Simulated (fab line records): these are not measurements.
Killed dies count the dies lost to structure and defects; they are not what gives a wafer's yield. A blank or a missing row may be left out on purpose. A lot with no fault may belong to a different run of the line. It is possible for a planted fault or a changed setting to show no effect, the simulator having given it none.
fab line records | flow nand-harc
[record] lots = 7 wafers = 21 last-day = 33
route steps=1302 shown P_M1@291 END@1302
lots with no fault: from the same line, run without faults
start-h: hours from the record's first day to the start of the lot's first wafer shown | wait-h: hours since the lot's step before | " repeats the value in the row above | L1.1+2: a row that stands for several wafers | - no value, or no start was given | * or withheld: withheld | < > ~ a bound
route shown NAME@n: NAME is a module with steps in the file, n the number in the route of the first one | usual: average and standard deviation across the fault-free wafers | same: alike in all rows | chamber/n: place in a boat | sites: per-site readings | _std_site: standard deviation across them | _edge_site: outer sites' mean less inner sites' | radius-mm: how far each site lies from the wafer's centre | mask NAME#n: copy n | behind: the most recent tool/chamber to have shaped the wafer | hold: why the lot went on hold/how many hours it stayed there/how the hold came to an end | device: which transistor (n, p or np) failed to switch | end of line: tests of these same wafers at the route's end | a step without rows: its recipe alone | killed: count of dies lost to structure and defects at first sort (not the wafer's yield) | map: per-die view of a wafer (x killed, . not killed, _ where there is no die)
set.NAME: setting as actually run; set.NAME@STEP: the setting as run at that earlier step | model.NAME: the simulator's own value behind a step, which no gauge read
certain route steps with their lots: each step a table, each wafer a row
services: from which hour (start-h, from the record's first day; less than 0 if before it) a tool's chamber was out of use, for how many hours, and why
[[steps]]
[step NHARC_P_M1_EBR_05]
[step NHARC_P_M1_EXPOSE_06]
[recipe] na = 1.35 target-cd-nm = 130 dose-mj = 81.88 mask-id = P_M1
[step NHARC_P_M1_PEB_07]
[recipe] peb-temp-c = 100 peb-time-s = 65
[step NHARC_P_M1_DEVELOP_08]
[recipe] develop-time-s = 35 dev-temp-c = 23
[step NHARC_P_M1_CD_MEAS_09]
[recipe] target-cd-nm = 130 landing-energy-ev = 500
[usual] cd-nm = 129.8/0.49
// columns lot.wafer tool chamber start-h wait-h cd-nm
L766.2 cd-sem-01 0 156.74 - 129.8
L766.3 " 0 " " 130.9
L766.4 " 0 " " 129.9
L776.1 cd-sem-02 0 268.06 - 130.0
L776.3 " 0 " " 130.5
L776.6 " 0 " " 129.6
L778.1 cd-sem-03 0 268.77 - 129.7
L778.2 " 0 " " 129.8
L778.6 " 0 " " 129.5
L777.2 cd-sem-02 0 269.39 - 129.4
L777.3 " 0 " " 129.6
L777.4 " 0 " " 129.5
L780.2 cd-sem-02 0 291.44 - 129.7
L780.5 " 0 " " 129.5
L780.6 " 0 " " 130.1
L783.1 cd-sem-02 0 326.34 - 129.5
L783.2 " 0 " " 129.7
L783.4 " 0 " " 129.7
L786.2 cd-sem-03 0 357.10 - 130.3
L786.3 " 0 " " 130.3
L786.5 " 0 " " 129.8
[step NHARC_P_M1_OVL_MEAS_10]
[recipe] pitch-nm = 260
[usual] overlay-x-nm = -0.1/1 overlay-y-nm = -0.2/0.83
// columns lot.wafer tool chamber start-h wait-h overlay-x-nm overlay-y-nm
L766.2 overlay-01 - 156.82 - 0.2 0.0
L766.3 " - " " -0.6 -0.8
L766.4 " - " " -0.5 -0.9
L776.1 overlay-01 - 268.15 - -0.3 -0.5
L776.3 " - " " -0.3 -0.7
L776.6 " - " " -0.3 -0.5
L778.1 overlay-02 - 268.86 - 1.0 -0.8
L778.2 " - " " 0.5 -0.6
L778.6 " - " " 0.5 -0.9
L777.2 overlay-02 - 269.48 - -1.4 0.1
L777.3 " - " " -0.6 0.2
L777.4 " - " " -0.8 0.8
L780.2 overlay-01 - 291.53 - 0.0 0.0
L780.5 " - " " -0.5 0.2
L780.6 " - " " 0.0 0.3
L783.1 overlay-02 - 326.43 - -0.2 -0.6
L783.2 " - " " 0.4 -0.2
L783.4 " - " " -0.1 -0.3
L786.2 overlay-01 - 357.19 - -0.3 -1.1
L786.3 " - " " -0.5 -0.6
L786.5 " - " " -0.3 -0.9
[step NHARC_P_M1_INSPECT_11]
[usual] raw-defect-count = 5.2/2.9
// columns lot.wafer tool chamber start-h wait-h raw-defect-count
L766.2 defect-inspect-01 - 156.86 0.0 8
L766.3 " - " " 7
L766.4 " - " " 3
L776.1 defect-inspect-02 - 268.19 0.0 2
L776.3 " - " " 7
L776.6 " - " " 1
L778.1 defect-inspect-01 - 268.90 0.0 5
L778.2 " - " " 3
L778.6 " - " " 7
L777.2 defect-inspect-02 - 269.51 0.0 8
L777.3 " - " " 15
L777.4 " - " " 8
L780.2 defect-inspect-01 - 291.56 0.0 2
L780.5 " - " " 3
L780.6 " - " " 4
L783.1 defect-inspect-02 - 326.47 0.0 3
L783.2 " - " " 9
L783.4 " - " " 9
L786.2 defect-inspect-02 - 357.22 0.0 10
L786.3 " - " " 2
L786.5 " - " " 6
[step NHARC_P_M1_DESCUM_14]
[recipe] time-s = 3 o2-flow-sccm = 200 ar-flow-sccm = 0 bias-power-w = 0 chemistry = O2
[usual] drypump-motor-current-A = 5.8/0.67 o2-flow-sccm = 200.0/0.69 oes-product-au = 0.999/0.0072 rf-vpp-V = 58.0/0.9 showerhead-plenum-p-Torr = 1.96/0.066 throttle-valve-pct = 11.311/0.0093
// columns lot.wafer tool chamber start-h wait-h drypump-motor-current-A o2-flow-sccm oes-product-au rf-hours-counter-h rf-vpp-V showerhead-plenum-p-Torr throttle-valve-pct
L766.2 rie-diel-11 2 156.92 0.1 6.5 198.4 0.989 3 59.9 1.98 11.305
L766.3 " 0 " " 5.3 200.2 0.995 4 58.9 2.02 11.303
L766.4 " 1 " " 4.9 200.3 0.998 3 58.9 1.90 11.320
L776.1 rie-diel-10 2 268.25 0.1 6.4 199.1 0.995 2 57.3 1.97 11.326
L776.3 " 3 " " 5.0 200.7 0.998 1 57.2 2.03 11.306
L776.6 " 3 " " 5.0 200.8 1.003 - 58.4 2.03 11.315
L778.1 rie-diel-10 1 268.96 0.1 5.1 200.3 1.009 2 57.9 2.00 11.307
L778.2 " 3 " " 5.1 200.5 0.998 1 56.9 2.03 11.304
L778.6 " 1 " " 5.1 199.7 1.008 - 58.5 2.00 11.303
L777.3 rie-diel-10 1 269.57 0.1 5.1 199.9 1.003 2 58.7 2.00 11.312
L777.2 " 2 " " 6.5 199.6 0.994 2 58.5 1.97 11.298
L777.4 " 3 " " 5.1 200.7 1.009 2 58.2 2.03 11.308
L780.2 rie-diel-11 3 291.65 0.1 6.4 200.2 0.995 2 56.6 1.82 11.326
L780.6 " 2 " " 6.5 199.8 0.981 - 57.7 1.98 11.313
L780.5 " 3 " " 6.3 200.2 0.998 - 57.6 1.82 11.302
L783.1 rie-diel-11 3 326.53 0.1 6.3 199.9 0.999 3 56.9 1.82 11.316
L783.2 " 2 " " 6.5 200.9 0.993 3 57.6 1.98 11.303
L783.4 " 2 " " 6.5 200.7 0.985 - 56.4 1.98 11.312
L786.3 rie-diel-10 2 357.29 0.1 6.4 199.8 1.001 11 56.5 1.96 11.301
L786.2 " 0 " " 6.4 200.1 0.997 9 58.9 1.95 11.309
L786.5 " 1 " " 5.1 200.2 1.003 - 56.9 2.00 11.306
[step NHARC_P_M1_ETCH_35]
[recipe] target-depth-a = 400 overetch-a = 120 time-s = 43.94 ion-energy-ev = 200 n2-flow-sccm = 150 h2-flow-sccm = 150 ar-flow-sccm = 0 rf-w = 400 bias-w = 150 chemistry = N2/H2
[usual] drypump-motor-current-A = 5.8/0.68 h2-flow-sccm = 150.0/0.44 oes-product-au = 1.000/0.0071 rf-vpp-V = 431.9/2.1 showerhead-plenum-p-Torr = 2.09/0.072 throttle-valve-pct = 14.170/0.0096
// columns lot.wafer tool chamber start-h wait-h drypump-motor-current-A h2-flow-sccm oes-product-au rf-hours-counter-h rf-vpp-V showerhead-plenum-p-Torr throttle-valve-pct
L766.3 rie-diel-11 1 157.01 0.1 4.9 149.7 1.000 3 431.1 2.03 14.168
L766.4 " 2 " " 6.5 149.6 1.001 3 433.7 2.11 14.164
L766.2 " 3 " " 6.4 150.5 1.002 4 426.9 1.94 14.172
L776.1 rie-diel-10 1 268.34 0.1 5.1 151.0 1.013 2 434.0 2.13 14.169
L776.3 " 3 " " 5.0 149.8 0.991 1 433.3 2.17 14.158
L776.6 " 1 " " 5.1 150.4 1.000 - 432.1 2.13 14.168
L778.2 rie-diel-10 0 269.11 0.1 6.4 150.5 0.999 2 431.7 2.08 14.153
L778.1 " 1 " " 5.0 150.1 1.001 2 433.0 2.13 14.165
L778.6 " 3 " " 5.1 150.4 0.992 - 433.6 2.17 14.165
L777.4 rie-diel-10 1 269.66 0.1 5.1 150.4 1.007 2 432.7 2.13 14.177
L777.2 " 2 " " 6.5 150.3 1.002 2 433.2 2.10 14.173
L777.3 " 0 " " 6.4 149.6 1.003 2 432.5 2.08 14.167
L780.2 rie-diel-11 3 291.73 0.1 6.4 149.8 0.996 2 426.8 1.93 14.168
L780.5 " 2 " " 6.5 149.3 0.986 - 432.7 2.11 14.175
L780.6 " 3 " " 6.4 150.3 1.003 - 428.2 1.93 14.169
L783.1 rie-diel-11 3 326.67 0.1 6.4 150.4 1.000 3 426.6 1.93 14.171
L783.2 " 2 " " 6.5 149.5 0.989 3 431.2 2.11 14.169
L783.4 " 3 " " 6.3 150.0 1.014 - 427.5 1.93 14.173
L786.2 rie-diel-10 3 357.41 0.1 5.1 149.7 1.007 10 434.4 2.17 14.150
L786.3 " 0 " " 6.4 150.6 0.998 9 432.1 2.08 14.168
L786.5 " 2 " " 6.5 149.6 1.005 - 431.6 2.09 14.177
[step NHARC_P_M1_ETCH_15]
[recipe] target-depth-a = 1825 time-s = 91.2 c4f8-flow-sccm = withheld ar-flow-sccm = 400 rf-w = 600 bias-w = 300 chemistry = C4F8/Ar
[usual] oes-product-au = 0.960/0.017 rf-vpp-V = 442.3/2.2
// columns lot.wafer tool chamber start-h wait-h oes-product-au rf-hours-counter-h rf-vpp-V
L766.2 rie-diel-11 1 - - 0.978 3 440.6
L766.3 " 2 " " 0.959 3 441.9
L766.4 " 3 " " 0.957 4 439.1
L776.3 rie-diel-10 0 - - 0.982 2 443.9
L776.1 " 2 " " 0.968 2 443.8
L776.6 " 1 " " 0.979 - 443.4
L778.2 rie-diel-10 3 - - 0.961 2 444.5
L778.1 " 2 " " 0.934 2 442.9
L778.6 " 0 " " 0.958 - 442.3
L777.4 rie-diel-10 2 - - 0.956 2 442.9
L777.3 " 0 " " 0.975 2 442.7
L777.2 " 1 " " 0.963 2 442.8
L780.2 rie-diel-11 2 - - 0.935 2 441.9
L780.6 " 2 " " 0.941 - 444.1
L780.5 " 0 " " 0.956 - 444.1
L783.1 rie-diel-11 2 326.79 0.1 0.946 4 443.0
L783.2 " 3 " " 0.947 3 437.6
L783.4 " 2 " " 0.940 - 443.7
L786.3 rie-diel-10 3 - - 0.928 10 445.2
L786.2 " 0 " " 0.918 9 441.9
L786.5 " 3 " " 0.929 - 444.4
[step NHARC_P_M1_CD_MEAS_16]
[usual] cd-nm = 129.8/0.62
// columns lot.wafer tool chamber start-h wait-h cd-nm
L766.2 cd-sem-01 - 157.23 - 130.6
L766.3 " - " " 130.7
L766.4 " - " " 130.4
L776.1 cd-sem-02 - 268.55 - 129.3
L776.3 " - " " 130.3
L776.6 " - " " 129.5
L778.1 cd-sem-03 - 269.32 - 128.9
L778.2 " - " " 129.5
L778.6 " - " " 129.1
L777.2 cd-sem-03 - 269.88 - 129.3
L777.3 " - " " 129.2
L777.4 " - " " 129.6
L780.2 cd-sem-02 - 291.98 - 130.1
L780.5 " - " " 129.9
L780.6 " - " " 130.2
L783.1 cd-sem-02 - 326.97 0.2 129.5
L783.2 " - " " 129.3
L783.4 " - " " 128.9
L786.2 cd-sem-03 - 357.62 - 130.3
L786.3 " - " " 130.0
L786.5 " - " " 129.2
[step NHARC_P_M1_STRIP_18]
[recipe] power-w = 1000 n2-flow-sccm = 150 h2-flow-sccm = 150 ar-flow-sccm = 0 bias-w = 0 chemistry = N2/H2
[usual] drypump-motor-current-A = 5.7/0.67 h2-flow-sccm = 150.0/0.43 oes-product-au = 1.000/0.0069 rf-vpp-V = 90.9/0.86 showerhead-plenum-p-Torr = 2.08/0.075 throttle-valve-pct = 14.170/0.0094
// columns lot.wafer tool chamber start-h wait-h drypump-motor-current-A h2-flow-sccm oes-product-au rf-hours-counter-h rf-vpp-V showerhead-plenum-p-Torr throttle-valve-pct
L766.2 rie-diel-10 0 157.32 0.1 6.4 150.5 1.000 8 90.6 2.09 14.151
L766.4 " 1 " " 5.1 150.4 0.994 8 92.3 2.14 14.165
L766.3 " 2 " " 6.5 150.3 1.008 8 90.4 2.10 14.162
L776.1 rie-diel-11 2 268.63 0.1 6.5 149.2 0.995 0 91.8 2.11 14.167
L776.3 " 0 " " 5.3 150.0 1.011 0 92.0 2.15 14.167
L776.6 " 3 " " 6.4 149.9 1.004 - 89.8 1.94 14.178
L778.1 rie-diel-11 3 269.39 0.1 6.4 149.3 0.993 0 89.4 1.94 14.167
L778.2 " 0 " " 5.3 150.0 1.003 0 91.9 2.15 14.160
L778.6 " 3 " " 6.4 149.8 1.000 - 90.0 1.94 14.176
L777.3 rie-diel-11 0 269.95 0.1 5.3 150.2 1.012 1 89.7 2.15 14.186
L777.2 " 2 " " 6.5 150.3 0.996 1 89.5 2.11 14.171
L777.4 " 3 " " 6.4 150.3 1.009 1 90.2 1.93 14.175
L780.2 rie-diel-11 2 292.08 0.1 6.5 150.0 0.989 2 89.8 2.11 14.184
L780.5 " 0 " " 5.4 149.5 0.993 - 90.2 2.15 14.163
L780.6 " 2 " " 6.5 150.3 0.992 - 90.6 2.11 14.168
L783.2 rie-diel-10 3 327.04 0.1 5.0 150.8 1.002 6 91.4 2.17 14.179
L783.4 " 0 " " 6.4 149.8 0.998 6 90.4 2.08 14.173
L783.1 " 1 " " 5.1 149.9 1.007 7 91.1 2.13 14.170
L786.2 rie-diel-10 2 357.80 0.2 6.5 149.8 1.000 11 92.0 2.10 14.185
L786.3 " 0 " " 6.4 149.0 1.009 9 89.5 2.08 14.166
L786.5 " 2 " " 6.4 149.3 1.004 - 91.7 2.10 14.167
[step NHARC_P_M1_ETCH_28]
[recipe] target-depth-a = 300 over-etch-frac = 0.3 time-s = 72.99 ion-energy-ev = 150 cf4-flow-sccm = 50 n2-flow-sccm = 100 ar-flow-sccm = 150 rf-w = 300 bias-w = 100 chemistry = CF4/N2
[usual] drypump-motor-current-A = 5.7/0.66 oes-product-au = 1.002/0.0069 rf-vpp-V = 315.1/1.6 showerhead-plenum-p-Torr = 2.68/0.088 throttle-valve-pct = 19.795/0.0091
// columns lot.wafer tool chamber start-h wait-h drypump-motor-current-A oes-product-au rf-hours-counter-h rf-vpp-V showerhead-plenum-p-Torr throttle-valve-pct
L766.4 rie-diel-10 0 157.54 - 6.4 0.992 8 313.6 2.68 19.787
L766.2 " 1 " " 5.1 1.006 8 315.7 2.74 19.799
L766.3 " 2 " " 6.4 1.009 8 315.0 2.70 19.791
L776.1 rie-diel-11 0 268.87 - 5.3 1.017 0 315.3 2.76 19.809
L776.3 " 2 " " 6.5 0.992 0 315.8 2.71 19.799
L776.6 " 1 " " 4.9 1.006 - 313.8 2.61 19.799
L778.1 rie-diel-11 0 269.64 - 5.3 0.866 1 316.6 2.76 19.780
L778.2 " 1 " " 4.9 1.011 1 314.4 2.61 19.796
L778.6 " 0 " " 5.3 0.857 - 315.8 2.76 19.808
L777.2 rie-diel-11 2 270.20 - 6.5 0.994 1 315.2 2.71 19.799
L777.3 " 3 " " 6.3 1.002 1 312.2 2.50 19.792
L777.4 " 0 " " 5.3 0.863 1 316.3 2.76 19.794
L780.2 rie-diel-11 2 292.35 - 6.5 0.991 2 315.9 2.71 19.803
L780.5 " 0 " " 5.3 0.852 - 315.2 2.76 19.798
L780.6 " 2 " " 6.5 0.998 - 314.9 2.71 19.804
L783.2 rie-diel-10 1 327.29 - 5.1 1.011 7 314.7 2.73 19.803
L783.1 " 2 " " 6.4 0.995 7 315.9 2.69 19.784
L783.4 " 3 " " 5.1 1.012 6 316.6 2.78 19.797
L786.3 rie-diel-10 1 358.17 - 5.1 0.994 10 317.1 2.73 19.786
L786.2 " 2 " " 6.4 0.997 11 314.6 2.69 19.794
L786.5 " 0 " " 6.4 1.001 - 315.2 2.68 19.795
[step NHARC_P_M1_STRIP_19]
[recipe] time-s = 600 temp-c = 30 chemistry = post-etch-residue-remover
[step NHARC_END_SORT_01]
[recipe] temp-c = 25
[usual] defect-limited-yield = 91.4/2.4 killed-at-array = 54/16 killed-at-other = 0.6/0.86 killed-at-periphery = 3.8/2.6 killed-dies = 58/16 killed-open = 3.3/1.8 killed-short = 2.7/1.7 sort_bin_2_pct = 3.1/1.1 sort_bin_3_pct = 0.7/0.39 sort_bin_4_pct = 4.8/1.3 sort-n-pass = 619/16 sort-rim-yield-pct = 89/6 sort-yield-pct = 91.4/2.4
[same] gross-dies = 677 sort_bin_5_pct[%] = 0 sort_bin_6_pct[%] = 0 sort_bin_7_pct[%] = 0 sort_bin_8_pct[%] = 0 sort-rim-n-gross = 106.00
// columns lot.wafer tool chamber start-h wait-h defect-limited-yield[%] killed-at-array killed-at-other killed-at-periphery killed-dies killed-open killed-short sort_bin_2_pct[%] sort_bin_3_pct[%] sort_bin_4_pct[%] sort-n-pass sort-rim-yield-pct[%] sort-yield-pct[%]
L766.2 prober-02 0 613.32 2.8 93.5 40 0 4 44 3 0 2.4 0.4 3.7 633 98 93.5
L766.3 prober-02 0 614.11 3.1 91.7 50 0 6 56 3 1 3.8 0.1 4.3 621 98 91.7
L766.4 prober-02 0 614.91 3.4 92.3 50 0 2 52 1 6 2.8 0.9 4.0 625 96 92.3
L778.1 prober-01 0 700.78 2.5 93.9 36 1 4 41 0 4 2.2 0.4 3.4 636 91 93.9
L778.2 prober-01 0 701.57 2.8 93.8 40 1 1 42 1 5 1.9 0.3 4.0 635 91 93.8
L778.6 prober-01 0 704.76 4.0 92.8 44 0 5 49 2 4 2.8 0.1 4.3 628 90 92.8
L777.2 prober-02 0 701.60 2.8 92.0 49 0 5 54 2 2 2.8 0.4 4.7 623 82 92.0
L777.3 prober-02 0 702.40 3.1 93.1 34 0 13 47 7 3 2.7 0.1 4.1 630 91 93.1
L777.4 prober-02 0 703.20 3.4 92.8 43 0 6 49 3 3 2.4 0.7 4.1 628 85 92.8
L776.1 prober-02 0 708.66 2.5 91.9 52 0 3 55 3 1 2.8 0.7 4.6 622 97 91.9
L776.3 prober-02 0 710.24 3.1 91.4 53 1 4 58 5 3 2.1 0.4 6.1 619 97 91.4
L776.6 prober-02 0 712.61 4.0 91.3 56 0 3 59 6 2 3.4 0.6 4.7 618 95 91.3
L780.2 prober-01 0 755.50 2.8 94.7 30 1 5 36 7 8 1.9 0.1 3.2 641 93 94.7
L780.5 prober-01 0 757.88 3.7 94.7 35 0 1 36 3 7 1.8 0.4 3.1 641 94 94.7
L780.6 prober-01 0 758.67 4.0 94.7 30 5 1 36 2 1 1.6 0.3 3.4 641 93 94.7
L783.1 prober-02 0 773.20 2.5 91.6 55 0 2 57 1 3 3.0 1.0 4.4 620 80 91.6
L783.2 prober-02 0 774.01 2.8 89.8 59 2 8 69 3 3 2.2 0.9 7.1 608 78 89.8
L783.4 prober-02 0 775.62 3.4 90.5 58 0 6 64 5 2 4.0 1.2 4.3 613 78 90.5
L786.2 prober-02 0 788.40 2.8 91.9 47 1 7 55 4 4 2.5 1.0 4.6 622 87 91.9
L786.3 prober-02 0 789.22 3.1 92.9 47 0 1 48 4 2 1.9 0.9 4.3 629 91 92.9
L786.5 prober-02 0 790.85 3.8 92.8 46 0 3 49 1 0 1.9 0.9 4.4 628 90 92.8
// killed by level:class
L766.2 A_CHANNEL_HOLE_D2:chamber-film-flake=30 P_STI:chamber-film-flake=3 A_STAIRCASE:chamber-film-flake=3 A_CONTACT:chamber-film-flake=3 P_M0:geometric-particle:open=1 A_ONON_D1:geometric-particle:open=1 A_CHANNEL_FILL_D2:chamber-film-flake=1 A_M1:geometric-particle:open=1
L766.3 A_CHANNEL_HOLE_D2:chamber-film-flake=30 P_STI:chamber-film-flake=5 A_CONTACT:chamber-film-flake=5 A_CHANNEL_HOLE_D1:chamber-film-flake=4 A_STAIRCASE:chamber-film-flake=3 A_WL_FILL:chamber-film-flake=2 A_M0:chamber-film-flake=2 P_M0:geometric-particle:short=1
L766.4 A_CHANNEL_HOLE_D2:chamber-film-flake=32 A_SLIT:chamber-film-flake=3 A_CONTACT:chamber-film-flake=3 A_CHANNEL_HOLE_D1:geometric-particle:short=2 A_STAIRCASE:chamber-film-flake=2 A_M0:chamber-film-flake=2 P_STI:geometric-particle:short=1 P_M0:geometric-particle:open=1
L778.1 A_CHANNEL_HOLE_D2:chamber-film-flake=16 A_CHANNEL_HOLE_D1:chamber-film-flake=5 A_SLIT:chamber-film-flake=4 A_CONTACT:chamber-film-flake=3 A_DECK1_JOINT:geometric-particle:short=2 A_WL_FILL:geometric-particle:short=2 P_M1:chamber-film-flake=2 P_STI:chamber-film-flake=1
L778.2 A_CHANNEL_HOLE_D2:chamber-film-flake=13 A_SLIT:chamber-film-flake=9 A_CHANNEL_HOLE_D1:chamber-film-flake=5 A_STAIRCASE:chamber-film-flake=3 A_M1:chamber-film-flake=3 A_CONTACT:chamber-film-flake=2 A_ONON_D1:geometric-particle:short=1 A_CHANNEL_FILL_D1:geometric-particle:short=1
L777.2 A_SLIT:chamber-film-flake=27 A_STAIRCASE:chamber-film-flake=8 A_CHANNEL_HOLE_D1:chamber-film-flake=5 P_GATE:chamber-film-flake=4 A_CONTACT:chamber-film-flake=2 A_DECK1_JOINT:geometric-particle:open=1 A_ONON_D2:geometric-particle:open=1 A_CHANNEL_FILL_D2:geometric-particle:short=1
L777.3 A_SLIT:chamber-film-flake=16 P_GATE:chamber-film-flake=9 A_CHANNEL_HOLE_D1:chamber-film-flake=5 A_CONTACT:chamber-film-flake=3 P_GATE:geometric-particle:open=2 P_GATE:geometric-particle:short=1 A_ONON_D1:geometric-particle:open=1 A_ONON_D2:geometric-particle:open=1
L777.4 A_SLIT:chamber-film-flake=22 A_CHANNEL_HOLE_D1:chamber-film-flake=6 P_GATE:chamber-film-flake=4 A_STAIRCASE:chamber-film-flake=3 A_CONTACT:chamber-film-flake=2 A_M1:chamber-film-flake=2 P_M1:geometric-particle:short=1 A_ONON_D1:geometric-particle:open=1
L778.6 A_CHANNEL_HOLE_D2:chamber-film-flake=16 A_CHANNEL_HOLE_D1:chamber-film-flake=8 A_SLIT:chamber-film-flake=8 A_CONTACT:chamber-film-flake=3 A_ONON_D1:geometric-particle:open=2 P_STI:chamber-film-flake=2 A_STAIRCASE:chamber-film-flake=2 P_M0:geometric-particle:short=1
L776.1 A_CHANNEL_HOLE_D1:chamber-film-flake=39 A_CONTACT:chamber-film-flake=4 A_STAIRCASE:chamber-film-flake=2 P_M1:geometric-particle:open=1 A_SOURCE_PLATE:geometric-particle:open=1 A_CHANNEL_FILL_D1:geometric-particle:open=1 A_M1:geometric-particle:short=1 P_ZERO_WELL:chamber-film-flake=1
L776.3 A_CHANNEL_HOLE_D1:chamber-film-flake=33 A_STAIRCASE:chamber-film-flake=4 A_SLIT:chamber-film-flake=3 A_CONTACT:geometric-particle:open=2 P_GATE:chamber-film-flake=2 A_CHANNEL_FILL_D1:chamber-film-flake=2 A_CONTACT:chamber-film-flake=2 P_CONTACT:geometric-particle:open=1
L776.6 A_CHANNEL_HOLE_D1:chamber-film-flake=35 A_SLIT:chamber-film-flake=5 A_CHANNEL_FILL_D2:chamber-film-flake=3 A_BLC:geometric-particle:open=2 A_STAIRCASE:chamber-film-flake=2 A_CONTACT:chamber-film-flake=2 P_GATE:geometric-particle:open=1 P_M0:geometric-particle:open=1
L780.2 A_CHANNEL_HOLE_D1:chamber-film-flake=10 A_SLIT:chamber-film-flake=6 A_M0:geometric-particle:open=3 P_CONTACT:geometric-particle:open=2 A_ONON_D1:geometric-particle:short=2 A_WL_FILL:geometric-particle:short=2 P_ZERO_WELL:geometric-particle:short=1 P_GATE:geometric-particle:open=1
L780.5 A_SLIT:chamber-film-flake=9 A_CHANNEL_HOLE_D1:chamber-film-flake=8 A_CONTACT:chamber-film-flake=6 A_M0:geometric-particle:short=2 A_WL_FILL:chamber-film-flake=2 P_CONTACT:geometric-particle:open=1 A_CHANNEL_HOLE_D1:geometric-particle:open=1 A_CHANNEL_HOLE_D1:geometric-particle:short=1
L780.6 A_CHANNEL_HOLE_D1:chamber-film-flake=9 A_SLIT:chamber-film-flake=8 THIN_TSV:chamber-film-flake=5 A_WL_FILL:chamber-film-flake=3 A_CONTACT:chamber-film-flake=3 A_ONON_D1:geometric-particle:open=1 A_CHANNEL_HOLE_D1:geometric-particle:open=1 A_WL_FILL:geometric-particle:short=1
L783.1 A_CHANNEL_HOLE_D2:chamber-film-flake=19 A_SLIT:chamber-film-flake=16 A_CONTACT:chamber-film-flake=7 A_CHANNEL_HOLE_D1:chamber-film-flake=6 A_STAIRCASE:chamber-film-flake=3 P_M0:geometric-particle:short=1 A_SOURCE_PLATE:geometric-particle:short=1 A_ONON_D1:geometric-particle:open=1
L783.2 A_SLIT:chamber-film-flake=20 A_CHANNEL_HOLE_D2:chamber-film-flake=13 A_CONTACT:chamber-film-flake=12 A_CHANNEL_HOLE_D1:chamber-film-flake=6 P_GATE:chamber-film-flake=3 A_STAIRCASE:chamber-film-flake=3 A_CHANNEL_FILL_D2:chamber-film-flake=2 P_CONTACT:geometric-particle:short=1
L783.4 A_CHANNEL_HOLE_D2:chamber-film-flake=22 A_SLIT:chamber-film-flake=16 A_CONTACT:chamber-film-flake=7 A_CHANNEL_HOLE_D1:chamber-film-flake=4 A_ONON_D2:geometric-particle:short=2 P_STI:chamber-film-flake=2 P_GATE:chamber-film-flake=2 P_CONTACT:geometric-particle:open=1
L786.2 A_CHANNEL_HOLE_D2:chamber-film-flake=19 A_CONTACT:chamber-film-flake=8 A_SLIT:chamber-film-flake=7 P_ZERO_WELL:chamber-film-flake=3 A_STAIRCASE:chamber-film-flake=3 A_CHANNEL_FILL_D1:geometric-particle:open=2 A_CHANNEL_HOLE_D2:geometric-particle:open=2 P_GATE:chamber-film-flake=2
L786.3 A_CHANNEL_HOLE_D2:chamber-film-flake=21 A_SLIT:chamber-film-flake=11 A_CONTACT:chamber-film-flake=5 A_STAIRCASE:chamber-film-flake=2 P_M0:geometric-particle:open=1 A_ONON_D1:geometric-particle:open=1 A_CHANNEL_HOLE_D1:geometric-particle:short=1 A_CHANNEL_FILL_D1:geometric-particle:open=1
L786.5 A_CHANNEL_HOLE_D2:chamber-film-flake=22 A_SLIT:chamber-film-flake=12 A_CONTACT:chamber-film-flake=7 P_M0:chamber-film-flake=2 A_CHANNEL_HOLE_D1:chamber-film-flake=2 A_M0:geometric-particle:open=1 P_GATE:chamber-film-flake=1 A_STAIRCASE:chamber-film-flake=1
[[services]]
// columns tool chamber start-h hours kind
rie-diel-10 0 148.20 - clean
rie-diel-10 1 148.20 - clean
rie-diel-10 2 148.20 - clean
rie-diel-10 3 148.20 - clean
rie-diel-11 3 163.36 14.7 repair
rie-diel-10 2 169.49 2.7 repair
rie-diel-10 0 172.70 - clean
rie-diel-10 1 172.70 - clean
rie-diel-10 2 172.70 - clean
rie-diel-10 3 172.70 - clean
rie-diel-10 3 179.36 6.7 repair
rie-diel-10 0 197.20 - clean
rie-diel-10 1 197.20 - clean
rie-diel-10 2 197.20 - clean
rie-diel-10 3 197.20 - clean
rie-diel-10 0 221.91 - clean
rie-diel-10 1 221.91 - clean
rie-diel-10 - 242.62 9.0 pm
rie-diel-11 - 255.56 9.0 pm
rie-diel-10 2 279.15 2.6 repair
rie-diel-11 1 283.59 54.3 repair
rie-diel-11 0 325.11 5.3 repair
rie-diel-10 0 334.48 1.4 repair
rie-diel-11 - 335.84 0.3 repair
[[key]]
[first-sign] step = NHARC_P_M1_ETCH_28 reading = oes-product-au direction = down sigmas = 21 usual = 1.002 struck = 0.860
effect none on later readings
met-at NHARC_P_M1_ETCH_28
struck-wafers L777.4,L778.1,L778.6,L780.5
onset-between 268.87 269.64
[fault] kind = process-parameter-drift tool = rie-diel-11 chamber = 0 onset-h = 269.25 steps = NHARC_P_M1_ETCH_28 channel = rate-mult offset = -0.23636 shape = step end-h = 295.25
